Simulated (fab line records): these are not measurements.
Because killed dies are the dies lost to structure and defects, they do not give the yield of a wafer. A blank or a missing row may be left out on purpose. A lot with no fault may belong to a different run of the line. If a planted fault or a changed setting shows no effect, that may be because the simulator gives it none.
fab line records + flow n5_finfet
[record]
- lots = 7
- wafers = 18
- last_day = 18
route steps=1938 shown TV_OPEN@1889 PAD_METAL@1893 PASSIVATION@1897
lots that met no fault: taken from a fault-free run of the same line
start_h: hours from the record's opening day to when the first of the lot's shown wafers began + wait_h: hours from the lot's prior step to this one + " repeats the value in the row above + L1.1+2: several wafers, shown together as one row + - no value present, or no start provided + * or withheld: withheld + < > ~ a bound
route shown NAME@n: a module of which the file shows steps, and the number in the route of the first + usual: mean/standard deviation taken from wafers without a fault + same: alike in all rows + chamber/n: place in a boat + sites: readings site by site + _std_site: how widely they spread, as a standard deviation + _edge_site: mean of outer sites minus mean of inner sites + radius_mm: how far each site lies from the wafer's centre + mask NAME#n: copy n + behind: tool/chamber where the wafer was last shaped + hold: cause of the lot's hold/its duration in hours/its outcome + device: whichever transistor did not switch (one of n, p or np) + end of line: tests of these same wafers at the route's end + step lacking rows: just its recipe + killed: count of dies lost to structure and defects at first sort (not the wafer's yield) + map: shows each die of a wafer: x if killed, . if not, _ if none is there
set.NAME: the setting that was run; set.NAME@STEP: the one run at that earlier step + model.NAME: the simulator's own value behind a step, which no gauge read
lots seen at some steps along the route; tables by step, rows by wafer
services: a tool's chamber out of use, with start hour (start_h, from the record's first day; less than 0 if before it), hours out, and reason
[[steps]]
[step N5_PASSIVATION_STRIP_14]
[recipe]
- chemistry = O2
- power_w = 600
- temp_c = 60
- pressure_mtorr = 30
- rf_frequency_hz = 6e+07
- bias_power_w = 0
- overash_fraction = 0.5
- o2_flow_sccm = 225
[usual]
- drypump_motor_current_A = 5.7/0.39
- oes_product_au = 0.80/0.098
- rf_vpp_V = 3.8/0.94
- showerhead_plenum_p_Torr = 2.11/0.083
- throttle_valve_pct = 16.64/0.22
| lot.wafer | tool        | chamber | start_h | wait_h | drypump_motor_current_A | oes_product_au | rf_hours_counter_h | rf_vpp_V | showerhead_plenum_p_Torr | throttle_valve_pct |
|-----------|-------------|---------|---------|--------|-------------------------|----------------|--------------------|----------|--------------------------|--------------------|
| L936.1    | rie_diel-04 | 2       | 319.15  | 0.1    | 5.8                     | 0.71           | 207                | 4.6      | 2.05                     | 16.67              |
| L936.4    | "           | 3       | "       | "      | 6.3                     | 0.83           | -                  | 4.8      | 2.22                     | 16.80              |
| L936.5    | "           | 2       | "       | "      | 5.8                     | 0.70           | -                  | 3.1      | 2.05                     | 16.63              |
| L945.1    | rie_diel-04 | 1       | 367.86  | 0.1    | 5.2                     | 0.91           | 31                 | 4.5      | 2.15                     | 16.47              |
| L945.2    | "           | 2       | "       | "      | 5.8                     | 0.70           | 222                | 4.8      | 2.05                     | 16.69              |
| L945.3    | "           | 0       | "       | "      | 5.5                     | 0.98           | 12                 | 3.3      | 2.22                     | 16.39              |
| L946.4    | rie_diel-03 | 1       | 384.95  | 0.1    | 5.7                     | 0.71           | 202                | 2.8      | 2.07                     | 16.52              |
| L946.6    | "           | 0       | "       | "      | 5.9                     | 0.80           | -                  | 5.5      | 2.01                     | 16.45              |
| L949.1    | rie_diel-03 | 0       | 389.19  | 0.1    | 5.9                     | 0.79           | 109                | 6.4      | 2.01                     | 16.47              |
| L949.6    | "           | 0       | "       | "      | 5.9                     | 0.79           | -                  | 3.9      | 2.01                     | 16.44              |
| L948.1    | rie_diel-04 | 3       | 395.19  | 0.1    | 6.3                     | 0.80           | 114                | 2.8      | 2.22                     | 16.82              |
| L948.4    | "           | 2       | "       | "      | 5.8                     | 0.69           | 230                | 2.5      | 2.05                     | 16.70              |
| L953.1    | rie_diel-04 | 2       | 430.90  | 0.1    | 5.8                     | 0.68           | 241                | 3.2      | 2.04                     | 16.71              |
| L953.4    | "           | 0       | "       | "      | 5.5                     | 0.92           | 28                 | 3.0      | 2.21                     | 16.45              |
| L953.6    | "           | 1       | "       | "      | 5.2                     | 0.87           | -                  | 4.6      | 2.14                     | 16.52              |
| L952.3    | rie_diel-03 | 0       | 431.27  | 0.1    | 5.9                     | 0.79           | 123                | 3.3      | 2.00                     | 16.45              |
| L952.4    | "           | 1       | "       | "      | 5.7                     | 0.71           | -                  | 3.0      | 2.06                     | 16.57              |
| L952.6    | "           | 0       | "       | "      | 5.9                     | 0.77           | -                  | 3.5      | 2.00                     | 16.48              |
[step N5_PASSIVATION_ETCH_15]
[recipe]
- chemistry = CF4/N2
- target = SiCN
- target_depth_a = 750
- taper_deg = 2
- time_s = 81.2
- ion_energy_ev = 150
- mask_material = SiNx
- pressure_mtorr = 40
- source_w = 430
- bias_w = 70
- Ar_flow_sccm = 100
- cf4_flow_sccm = 60
- n2_flow_sccm = 60
[usual]
- drypump_motor_current_A = 5.8/0.39
- oes_product_au = 0.79/0.096
- rf_vpp_V = 382.7/2
- showerhead_plenum_p_Torr = 2.23/0.078
- throttle_valve_pct = 15.44/0.21
| lot.wafer | tool        | chamber | start_h | wait_h | drypump_motor_current_A | oes_product_au | rf_hours_counter_h | rf_vpp_V | showerhead_plenum_p_Torr | throttle_valve_pct |
|-----------|-------------|---------|---------|--------|-------------------------|----------------|--------------------|----------|--------------------------|--------------------|
| L936.1    | rie_diel-04 | 2       | -       | -      | 5.8                     | 0.70           | 207                | 381.9    | 2.19                     | 15.57              |
| L936.4    | "           | 3       | "       | "      | 6.3                     | 0.80           | -                  | 385.5    | 2.32                     | 15.50              |
| L936.5    | "           | 2       | "       | "      | 5.8                     | 0.70           | -                  | 382.4    | 2.19                     | 15.56              |
| L945.1    | rie_diel-04 | 1       | -       | -      | 5.2                     | 0.88           | 31                 | 384.0    | 2.25                     | 15.16              |
| L945.2    | "           | 2       | "       | "      | 5.8                     | 0.69           | 222                | 381.7    | 2.18                     | 15.60              |
| L945.3    | "           | 0       | "       | "      | 5.5                     | 0.96           | 12                 | 385.8    | 2.35                     | 15.24              |
| L946.4    | rie_diel-03 | 1       | -       | -      | 5.7                     | 0.73           | 202                | 382.5    | 2.19                     | 15.38              |
| L946.6    | "           | 0       | "       | "      | 5.9                     | 0.78           | -                  | 380.9    | 2.13                     | 15.27              |
| L949.1    | rie_diel-03 | 0       | -       | -      | 5.9                     | 0.78           | 109                | 380.3    | 2.13                     | 15.28              |
| L949.6    | "           | 0       | "       | "      | 6.0                     | 0.78           | -                  | 380.8    | 2.13                     | 15.28              |
| L948.1    | rie_diel-04 | 3       | -       | -      | 6.3                     | 0.78           | 114                | 386.6    | 2.32                     | 15.55              |
| L948.4    | "           | 2       | "       | "      | 5.8                     | 0.68           | 230                | 382.7    | 2.18                     | 15.61              |
| L953.1    | rie_diel-04 | 2       | -       | -      | 5.8                     | 0.68           | 241                | 381.3    | 2.18                     | 15.63              |
| L953.4    | "           | 0       | "       | "      | 5.5                     | 0.93           | 28                 | 384.5    | 2.34                     | 15.28              |
| L953.6    | "           | 1       | "       | "      | 5.2                     | 0.85           | -                  | 381.9    | 2.24                     | 15.22              |
| L952.3    | rie_diel-03 | 0       | -       | -      | 5.9                     | 0.77           | 123                | 378.6    | 2.12                     | 15.29              |
| L952.4    | "           | 1       | "       | "      | 5.7                     | 0.71           | -                  | 382.3    | 2.18                     | 15.40              |
| L952.6    | "           | 0       | "       | "      | 5.9                     | 0.76           | -                  | 380.2    | 2.12                     | 15.28              |
[step N5_PASSIVATION_STRIP_73]
[recipe]
- chemistry = post_etch_residue_remover
- time_s = 60
- temp_c = 25
- remover_ph = withheld
- remover_water_wt_pct = withheld
- remover_fluoride_wt_pct = withheld
[step N5_PASSIVATION_SRD_17]
[recipe]
- time_s = 30
- temp_c = 23
- rinse_liquid = diw
- dry = n2_spin
- spin_rpm = 1500
- dry_time_s = 30
[step N5_PASSIVATION_DEGAS_18]
[recipe]
- ambient = vacuum
- temp_c = 300
- time_s = 60
[step N5_PASSIVATION_PRE_CLEAN_19]
[recipe]
- gas = H2/He
- time_s = *
- temp_c = *
[usual]
- heater_power_w = 475/42
| lot.wafer | tool           | chamber | start_h | wait_h | heater_power_w |
|-----------|----------------|---------|---------|--------|----------------|
| L936.1    | pvd_sputter-02 | -       | 319.59  | 0.0    | 484            |
| L936.4    | "              | -       | "       | "      | 495            |
| L936.5    | "              | -       | "       | "      | 479            |
| L945.1    | pvd_sputter-01 | -       | 369.03  | 0.0    | 496            |
| L945.2    | "              | -       | "       | "      | 436            |
| L945.3    | "              | -       | "       | "      | 410            |
| L946.4    | pvd_sputter-03 | -       | 385.35  | 0.0    | 513            |
| L946.6    | "              | -       | "       | "      | 475            |
| L949.1    | pvd_sputter-01 | -       | 389.97  | 0.0    | 421            |
| L949.6    | "              | -       | "       | "      | 416            |
| L948.1    | pvd_sputter-01 | -       | 395.46  | 0.0    | 494            |
| L948.4    | "              | -       | "       | "      | 409            |
| L953.1    | pvd_sputter-01 | -       | 431.48  | 0.0    | 406            |
| L953.4    | "              | -       | "       | "      | 442            |
| L953.6    | "              | -       | "       | "      | 418            |
| L952.3    | pvd_sputter-02 | -       | 432.16  | 0.0    | 417            |
| L952.4    | "              | -       | "       | "      | 479            |
| L952.6    | "              | -       | "       | "      | 403            |
[step N5_PASSIVATION_SPUTTER_20]
[recipe]
- material = TaN
- target_thk_a = 500
- temp_c = 25
- chamber_pressure_pa = 0.4
[usual]
- substrate_temp_c = 25.00/0.1
- throttle_valve_pct = 30.2/1.1
| lot.wafer | tool           | chamber | start_h | wait_h | substrate_temp_c | throttle_valve_pct |
|-----------|----------------|---------|---------|--------|------------------|--------------------|
| L936.1    | pvd_sputter-02 | -       | 319.63  | 0.0    | 24.96            | 29.0               |
| L936.4    | "              | -       | "       | "      | 25.05            | 30.8               |
| L936.5    | "              | -       | "       | "      | 25.10            | 28.7               |
| L945.1    | pvd_sputter-01 | -       | 369.07  | 0.0    | 24.95            | 29.8               |
| L945.2    | "              | -       | "       | "      | 25.12            | 30.0               |
| L945.3    | "              | -       | "       | "      | 25.01            | 30.9               |
| L946.4    | pvd_sputter-03 | -       | 385.39  | 0.0    | 24.92            | 30.7               |
| L946.6    | "              | -       | "       | "      | 24.87            | 29.8               |
| L949.1    | pvd_sputter-01 | -       | 390.01  | 0.0    | 25.00            | 30.9               |
| L949.6    | "              | -       | "       | "      | 25.06            | 31.0               |
| L948.1    | pvd_sputter-01 | -       | 395.50  | 0.0    | 24.94            | 32.2               |
| L948.4    | "              | -       | "       | "      | 24.95            | 30.9               |
| L953.1    | pvd_sputter-01 | -       | 431.52  | 0.0    | 24.93            | 31.0               |
| L953.4    | "              | -       | "       | "      | 25.03            | 29.8               |
| L953.6    | "              | -       | "       | "      | 24.87            | 31.0               |
| L952.3    | pvd_sputter-02 | -       | 432.20  | 0.0    | 24.97            | 30.6               |
| L952.4    | "              | -       | "       | "      | 25.01            | 28.9               |
| L952.6    | "              | -       | "       | "      | 24.94            | 31.0               |
[step N5_PASSIVATION_AL_DEP_21]
[recipe]
- material = Al
- target_thk_a = 28000
- temp_c = 400
- time_s = 170
- power_w = 30000
- chamber_pressure_pa = 0.4
- gas = Ar
[usual]
- substrate_temp_c = 400.00/0.25
- throttle_valve_pct = 30.2/1.1
| lot.wafer | tool           | chamber | start_h | wait_h | substrate_temp_c | throttle_valve_pct |
|-----------|----------------|---------|---------|--------|------------------|--------------------|
| L936.1    | pvd_sputter-02 | -       | 319.73  | 0.1    | 400.10           | 28.9               |
| L936.4    | "              | -       | "       | "      | 400.20           | 30.5               |
| L936.5    | "              | -       | "       | "      | 400.30           | 28.9               |
| L945.1    | pvd_sputter-01 | -       | 369.17  | 0.1    | 400.18           | 30.0               |
| L945.2    | "              | -       | "       | "      | 399.66           | 29.7               |
| L945.3    | "              | -       | "       | "      | 400.05           | 30.8               |
| L946.4    | pvd_sputter-03 | -       | 385.49  | 0.1    | 399.49           | 30.8               |
| L946.6    | "              | -       | "       | "      | 399.80           | 30.1               |
| L949.1    | pvd_sputter-01 | -       | 390.11  | 0.1    | 399.97           | 30.9               |
| L949.6    | "              | -       | "       | "      | 400.27           | 30.8               |
| L948.1    | pvd_sputter-01 | -       | 395.60  | 0.1    | 399.58           | 32.2               |
| L948.4    | "              | -       | "       | "      | 399.75           | 30.8               |
| L953.1    | pvd_sputter-01 | -       | 431.62  | 0.1    | 400.19           | 31.0               |
| L953.4    | "              | -       | "       | "      | 399.87           | 29.8               |
| L953.6    | "              | -       | "       | "      | 400.26           | 31.1               |
| L952.3    | pvd_sputter-02 | -       | 432.30  | 0.1    | 400.08           | 31.1               |
| L952.4    | "              | -       | "       | "      | 400.27           | 29.0               |
| L952.6    | "              | -       | "       | "      | 400.21           | 30.8               |
[step N5_PASSIVATION_HMDS_23]
[recipe]
- time_s = 60
- temp_c = 120
[step N5_PASSIVATION_COAT_24]
[recipe]
- spin_rpm = 3000
- resist_thk_nm = withheld
[step N5_PASSIVATION_EBR_26]
[recipe]
- solvent = PGMEA
- ebr_width_mm = 1.5
[step N5_PASSIVATION_SOFTBAKE_25]
[recipe]
- temp_c = 100
- time_s = 90
[step N5_PASSIVATION_EXPOSE_27]
[recipe]
- mask_id = PAD
- na = 0.55
- source_shape = conventional
- sigma_outer = 0.8
- polarization = unpolarized
- defocus_nm = 0
- dose_mj = 32.3
[usual]
- exposure_dose_mJ_cm2 = 32.30/0.032
- reticle_temp_C = 23.00/0.11
| lot.wafer | tool           | chamber | start_h | wait_h | mask  | exposure_dose_mJ_cm2 | reticle_temp_C |
|-----------|----------------|---------|---------|--------|-------|----------------------|----------------|
| L936.1    | krf_scanner-01 | 0       | 320.15  | -      | PAD#0 | 32.30                | 22.86          |
| L936.4    | "              | 0       | "       | "      | PAD#0 | 32.26                | 23.02          |
| L936.5    | "              | 0       | "       | "      | PAD#0 | 32.28                | 22.90          |
| L945.1    | krf_scanner-01 | 0       | 369.59  | -      | PAD#0 | 32.27                | 22.97          |
| L945.2    | "              | 0       | "       | "      | PAD#0 | 32.26                | 23.12          |
| L945.3    | "              | 0       | "       | "      | PAD#0 | 32.24                | 23.05          |
| L946.4    | krf_scanner-01 | 0       | 385.81  | -      | PAD#0 | 23.69                | 22.97          |
| L946.6    | "              | 0       | "       | "      | PAD#0 | 23.70                | 22.99          |
| L949.1    | krf_scanner-01 | 0       | 390.53  | -      | PAD#0 | 23.70                | 22.74          |
| L949.6    | "              | 0       | "       | "      | PAD#0 | 23.72                | 22.96          |
| L948.1    | krf_scanner-01 | 0       | 396.02  | -      | PAD#0 | 23.72                | 23.08          |
| L948.4    | "              | 0       | "       | "      | PAD#0 | 23.69                | 23.03          |
| L953.1    | krf_scanner-02 | 0       | 431.92  | -      | PAD#0 | 32.32                | 23.16          |
| L953.4    | "              | 0       | "       | "      | PAD#0 | 32.33                | 23.06          |
| L953.6    | "              | 0       | "       | "      | PAD#0 | 32.32                | 23.03          |
| L952.3    | krf_scanner-02 | 0       | 432.64  | -      | PAD#0 | 32.30                | 22.98          |
| L952.4    | "              | 0       | "       | "      | PAD#0 | 32.38                | 23.09          |
| L952.6    | "              | 0       | "       | "      | PAD#0 | 32.29                | 22.98          |
[step N5_PASSIVATION_PEB_28]
[recipe]
- peb_temp_c = withheld
- peb_time_s = *
[step N5_PASSIVATION_DEVELOP_29]
[recipe]
- develop_time_s = 60
- rinse_liquid = diw
- dry = air_spin
- dev_temp_c = 21
[step N5_PASSIVATION_HARDBAKE_31]
[recipe]
- temp_c = 130
- time_s = 120
[step N5_PASSIVATION_CD_MEAS_30]
[recipe]
- target_cd_nm = 4000
- landing_energy_ev = 500
- detector = se_inlens
- polarity = opening
[usual]
- cd_nm = 4000.6/1.7
| lot.wafer | tool      | chamber | start_h | wait_h | cd_nm  |
|-----------|-----------|---------|---------|--------|--------|
| L936.1    | cd_sem-03 | 0       | 320.32  | -      | 4000.0 |
| L936.4    | "         | 0       | "       | "      | 3999.6 |
| L936.5    | "         | 0       | "       | "      | 3998.7 |
| L945.1    | cd_sem-01 | 0       | 369.76  | -      | 4001.5 |
| L945.2    | "         | 0       | "       | "      | 4001.6 |
| L945.3    | "         | 0       | "       | "      | 4002.0 |
| L946.4    | cd_sem-03 | 0       | 385.97  | -      | 3944.1 |
| L946.6    | "         | 0       | "       | "      | 3944.7 |
| L949.1    | cd_sem-01 | 0       | 390.71  | -      | 3940.8 |
| L949.6    | "         | 0       | "       | "      | 3943.2 |
| L948.1    | cd_sem-02 | 0       | 396.19  | -      | 3945.2 |
| L948.4    | "         | 0       | "       | "      | 3945.5 |
| L953.1    | cd_sem-03 | 0       | 432.10  | -      | 4001.3 |
| L953.4    | "         | 0       | "       | "      | 4001.6 |
| L953.6    | "         | 0       | "       | "      | 3999.7 |
| L952.3    | cd_sem-01 | 0       | 432.81  | -      | 4004.2 |
| L952.4    | "         | 0       | "       | "      | 4001.6 |
| L952.6    | "         | 0       | "       | "      | 4002.1 |
[step N5_PASSIVATION_OVL_MEAS_63]
[recipe]
- points_per_wafer = 44
[usual]
- PAD_OVL = -2/5.4
| lot.wafer | tool       | chamber | start_h | wait_h | PAD_OVL[nm] |
|-----------|------------|---------|---------|--------|-------------|
| L936.1    | overlay-02 | 0       | 320.35  | 0.0    | -8          |
| L936.4    | "          | 0       | "       | "      | 4           |
| L936.5    | "          | 0       | "       | "      | -3          |
| L945.1    | overlay-01 | 0       | 369.79  | 0.0    | 5           |
| L945.2    | "          | 0       | "       | "      | 1           |
| L945.3    | "          | 0       | "       | "      | 2           |
| L946.4    | overlay-01 | 0       | 386.00  | 0.0    | 3           |
| L946.6    | "          | 0       | "       | "      | -4          |
| L949.1    | overlay-01 | 0       | 390.74  | 0.0    | -2          |
| L949.6    | "          | 0       | "       | "      | -1          |
| L948.1    | overlay-01 | 0       | 396.22  | 0.0    | 0           |
| L948.4    | "          | 0       | "       | "      | 7           |
| L953.1    | overlay-01 | 0       | 432.13  | 0.0    | -2          |
| L953.4    | "          | 0       | "       | "      | -7          |
| L953.6    | "          | 0       | "       | "      | -12         |
| L952.3    | overlay-01 | 0       | 432.84  | 0.0    | -2          |
| L952.4    | "          | 0       | "       | "      | -1          |
| L952.6    | "          | 0       | "       | "      | 9           |
[[services]]
| tool           | chamber | start_h | hours | kind                          |
|----------------|---------|---------|-------|-------------------------------|
| rie_diel-04    | 0       | 307.97  | -     | clean                         |
| rie_diel-04    | 0       | 307.97  | -     | consumable_replace:focus_ring |
| rie_diel-04    | 0       | 307.97  | -     | consumable_replace:showerhead |
| rie_diel-04    | 0       | 307.97  | 12.6  | scheduled_down                |
| rie_diel-04    | 0       | 307.97  | 12.6  | vent_cycle                    |
| pvd_sputter-02 | -       | 310.46  | 4.5   | repair                        |
| rie_diel-03    | 0       | 318.87  | 4.7   | repair                        |
| pvd_sputter-02 | -       | 324.98  | 1.7   | repair                        |
| rie_diel-03    | 0       | 325.59  | 3.4   | repair                        |
| krf_scanner-02 | -       | 329.22  | 0.5   | repair                        |
| pvd_sputter-03 | -       | 330.58  | 2.5   | repair                        |
| pvd_sputter-03 | -       | 333.25  | 7.2   | repair                        |
| pvd_sputter-02 | -       | 343.85  | 3.3   | repair                        |
| rie_diel-04    | 1       | 350.14  | 7.9   | repair                        |
| krf_scanner-02 | -       | 361.72  | 1.3   | pm                            |
| rie_diel-04    | 0       | 378.54  | 9.7   | repair                        |
| pvd_sputter-01 | -       | 379.91  | 5.9   | repair                        |
| pvd_sputter-02 | -       | 392.32  | 6.4   | repair                        |
| pvd_sputter-01 | -       | 398.43  | 1.6   | repair                        |
| krf_scanner-01 | -       | 409.58  | 1.0   | pm                            |
| rie_diel-03    | 3       | 410.30  | -     | clean                         |
| rie_diel-03    | 3       | 410.30  | -     | consumable_replace:focus_ring |
| krf_scanner-02 | -       | 421.06  | 1.0   | pm                            |
| rie_diel-03    | 0       | 431.52  | 6.5   | repair                        |
[[key]]
[first_sign]
- step = N5_PASSIVATION_EXPOSE_27
- reading = exposure_dose_mJ_cm2
- direction = down
- sigmas = 99+
- usual = 32.30
- struck = 23.70
[effect]
- step = N5_PASSIVATION_CD_MEAS_30
- reading = cd_nm
- direction = down
- sigmas = 33
- usual = 4000.6
- struck = 3943.9
met_at N5_PASSIVATION_EXPOSE_27
struck_wafers L946.4,L946.6,L948.1,L948.4,L949.1,L949.6
onset_between 369.59 385.81
[fault]
- kind = process_parameter_drift
- tool = krf_scanner-01
- chamber = -
- onset_h = 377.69
- steps = N5_PASSIVATION_EXPOSE_27
- channel = dose_mj
- offset = -8.5874
- shape = step
- acts_in = these_recipes_only
- stated = 32.3
